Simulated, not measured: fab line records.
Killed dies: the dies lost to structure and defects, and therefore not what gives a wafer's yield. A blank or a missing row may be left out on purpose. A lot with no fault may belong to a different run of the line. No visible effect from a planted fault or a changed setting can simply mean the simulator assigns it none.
Chamber matching / flow nand-harc / NHARC_P_M1_ETCH_28 on rie-diel-01: 4 sister chambers
The step etches the open film in CF4/N2, target depth 30 nm, time 72.99 s. 8 wafers are shown with their chamber, then 7 later ones without.

WAFERS PAIRED WITH THEIR CHAMBERS
wafer=L888.5; chamber=1; showerhead-plenum-p-Torr (Torr)=2.81; drypump-motor-current-A (A)=5.7
wafer=L890.3; chamber=0; showerhead-plenum-p-Torr (Torr)=2.51; drypump-motor-current-A (A)=5.8
wafer=L890.6; chamber=2; showerhead-plenum-p-Torr (Torr)=2.73; drypump-motor-current-A (A)=6.3
wafer=L891.3; chamber=0; showerhead-plenum-p-Torr (Torr)=2.51; drypump-motor-current-A (A)=5.9
wafer=L891.4; chamber=2; showerhead-plenum-p-Torr (Torr)=2.73; drypump-motor-current-A (A)=6.3
wafer=L891.6; chamber=3; showerhead-plenum-p-Torr (Torr)=2.68; drypump-motor-current-A (A)=6.1
wafer=L901.3; chamber=1; showerhead-plenum-p-Torr (Torr)=2.80; drypump-motor-current-A (A)=5.6
wafer=L901.5; chamber=3; showerhead-plenum-p-Torr (Torr)=2.67; drypump-motor-current-A (A)=6.1

WAFERS WITHOUT THEIR CHAMBER
wafer=L901.6; showerhead-plenum-p-Torr (Torr)=2.51; drypump-motor-current-A (A)=5.9
wafer=L899.1; showerhead-plenum-p-Torr (Torr)=2.67; drypump-motor-current-A (A)=6.1
wafer=L899.3; showerhead-plenum-p-Torr (Torr)=2.80; drypump-motor-current-A (A)=5.6
wafer=L899.6; showerhead-plenum-p-Torr (Torr)=2.80; drypump-motor-current-A (A)=5.6
wafer=L904.2; showerhead-plenum-p-Torr (Torr)=2.67; drypump-motor-current-A (A)=6.1
wafer=L904.4; showerhead-plenum-p-Torr (Torr)=2.51; drypump-motor-current-A (A)=5.9
wafer=L904.6; showerhead-plenum-p-Torr (Torr)=2.80; drypump-motor-current-A (A)=5.6

WHICH CHAMBER EACH WENT THROUGH
wafer=L901.6; from the rows above=0; in truth=0
wafer=L899.1; from the rows above=3; in truth=3
wafer=L899.3; from the rows above=1; in truth=1
wafer=L899.6; from the rows above=1; in truth=1
wafer=L904.2; from the rows above=3; in truth=3
wafer=L904.4; from the rows above=0; in truth=0
wafer=L904.6; from the rows above=1; in truth=1
Correctly placed: 7 of 7. Can't be placed from these rows: 0. Placed wrongly: 0.
How it was worked out, from the rows above alone: a wafer's distance from a chamber is the root of the sum, over the readings, of the square of ((its reading less the chamber's mean) divided by the reading's scatter). The wafer belongs to the nearest chamber; if the next one is less than 2 further off, it can't be placed. For every chamber, the mean is computed from those of its wafers that are shown. The scatter is the square root of a quotient: the sum, over the shown wafers, of each reading's squared deviation from its chamber's mean, divided by wafers minus chambers.
